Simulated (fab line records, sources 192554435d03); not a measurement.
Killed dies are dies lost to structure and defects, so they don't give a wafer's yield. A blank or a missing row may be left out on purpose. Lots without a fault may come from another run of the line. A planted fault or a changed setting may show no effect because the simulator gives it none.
Chamber matching | flow n5_finfet | N5_BEOL_M5_ETCH_75 on rie_diel-06: 4 sister chambers
The step etches underlayer in N2/H2, target depth 6.5 nm, time 5.2 s. 8 wafers are shown with their chamber, then 7 later ones without.

WAFERS WITH THEIR CHAMBER
wafer  | chamber | throttle_valve_pct (%) | showerhead_plenum_p_Torr (Torr)
L080.5 | 3       | 17.79                  | 2.40
L083.2 | 0       | 17.92                  | 2.63
L083.4 | 2       | 17.77                  | 2.55
L084.4 | 3       | 17.35                  | 2.72
L084.5 | 1       | 17.88                  | 2.49
L084.6 | 2       | 17.76                  | 2.55
L085.1 | 1       | 17.89                  | 2.48
L085.2 | 0       | 17.94                  | 2.63

WAFERS WITHOUT THEIR CHAMBER
wafer  | throttle_valve_pct (%) | showerhead_plenum_p_Torr (Torr)
L085.6 | 17.90                  | 2.48
L086.3 | 17.75                  | 2.55
L086.5 | 17.35                  | 2.71
L086.6 | 17.93                  | 2.63
L092.1 | 17.39                  | 2.71
L092.2 | 17.80                  | 2.54
L092.5 | 17.89                  | 2.48

WHICH CHAMBER EACH WENT THROUGH
wafer  | from the rows above               | in truth
L085.6 | can't be placed: 1 or 2 or 0      | 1
L086.3 | can't be placed: 2 or 1 or 3 or 0 | 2
L086.5 | can't be placed: 3 or 2 or 0      | 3
L086.6 | can't be placed: 0 or 2 or 1      | 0
L092.1 | can't be placed: 3 or 2 or 0 or 1 | 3
L092.2 | can't be placed: 2 or 1 or 0 or 3 | 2
L092.5 | can't be placed: 1 or 2 or 0      | 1
Placed correctly: 0 of 7. Can't be placed from these rows: 7 (the true chamber is among the candidates in 7). Placed wrongly: 0.
How it was worked out, from the rows above alone: a wafer's distance from a chamber is the root of the sum, over the readings, of the square of ((its reading less the chamber's mean) divided by the reading's scatter). The wafer belongs to the nearest chamber; if the next one is less than 2 further off, it can't be placed. A chamber's mean is the mean of its shown wafers. The scatter: the root of (the sum of the squares of (reading less its chamber's mean) over the shown wafers, divided by (wafers less chambers)).
